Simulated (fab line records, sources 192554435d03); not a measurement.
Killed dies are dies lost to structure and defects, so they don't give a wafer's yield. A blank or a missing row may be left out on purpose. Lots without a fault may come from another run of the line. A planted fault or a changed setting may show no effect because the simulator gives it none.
Chamber matching | flow n5_finfet | N5_GATE_CUT_STRIP_42 on rie_diel-03: 3 sister chambers
The step strips in O2. 16 wafers are shown with their chamber, then 6 later ones without.

WAFERS WITH THEIR CHAMBER
wafer  | chamber | drypump_motor_current_A (A) | showerhead_plenum_p_Torr (Torr) | throttle_valve_pct (%)
L074.1 | 1       | 5.24                        | 1.94                            | 16.35
L074.2 | 3       | 5.70                        | 2.09                            | 16.94
L074.3 | 0       | 5.58                        | 2.09                            | 16.52
L078.2 | 0       | 5.55                        | 2.08                            | 16.53
L078.5 | 0       | 5.55                        | 2.08                            | 16.54
L078.6 | 1       | 5.21                        | 1.94                            | 16.37
L081.1 | 3       | 5.70                        | 2.08                            | 16.95
L081.3 | 1       | 5.22                        | 1.93                            | 16.38
L081.6 | 1       | 5.21                        | 1.93                            | 16.39
L085.1 | 3       | 5.71                        | 2.08                            | 16.97
L085.2 | 1       | 5.20                        | 1.93                            | 16.39
L085.6 | 3       | 5.71                        | 2.08                            | 16.95
L092.1 | 0       | 5.55                        | 2.08                            | 16.58
L092.3 | 3       | 5.69                        | 2.08                            | 17.00
L092.5 | 1       | 5.20                        | 1.93                            | 16.40
L095.2 | 1       | 5.21                        | 1.93                            | 16.40

SIGNATURES (means of the wafers above)
reading                  | chamber 0 | chamber 1 | chamber 3 | scatter within a chamber
drypump_motor_current_A  | 5.5575    | 5.2129    | 5.7020    | 0.0127
showerhead_plenum_p_Torr | 2.0825    | 1.9329    | 2.0820    | 0.00479
throttle_valve_pct       | 16.5425   | 16.3829   | 16.9620   | 0.022
Rule: a wafer's distance from a chamber is the root of the sum, over the readings, of the square of ((its reading less the chamber's mean) divided by the reading's scatter). The wafer belongs to the nearest chamber; if the next one is less than 2 further off, it can't be placed. The scatter: the root of (the sum of the squares of (reading less its chamber's mean) over the shown wafers, divided by (wafers less chambers)).

WAFERS WITHOUT THEIR CHAMBER
wafer  | drypump_motor_current_A (A) | showerhead_plenum_p_Torr (Torr) | throttle_valve_pct (%)
L095.5 | 5.67                        | 2.07                            | 16.99
L095.6 | 5.57                        | 2.08                            | 16.58
L096.2 | 5.70                        | 2.07                            | 17.02
L096.3 | 5.24                        | 1.93                            | 16.41
L097.2 | 5.59                        | 2.07                            | 16.59
L097.6 | 5.56                        | 2.07                            | 16.59

WHICH CHAMBER EACH WENT THROUGH
wafer  | from the rows above | in truth
L095.5 | 3                   | 3
L095.6 | 0                   | 0
L096.2 | 3                   | 3
L096.3 | 1                   | 1
L097.2 | 0                   | 0
L097.6 | 0                   | 0
Placed correctly: 6 of 6. Can't be placed from these rows: 0. Placed wrongly: 0.
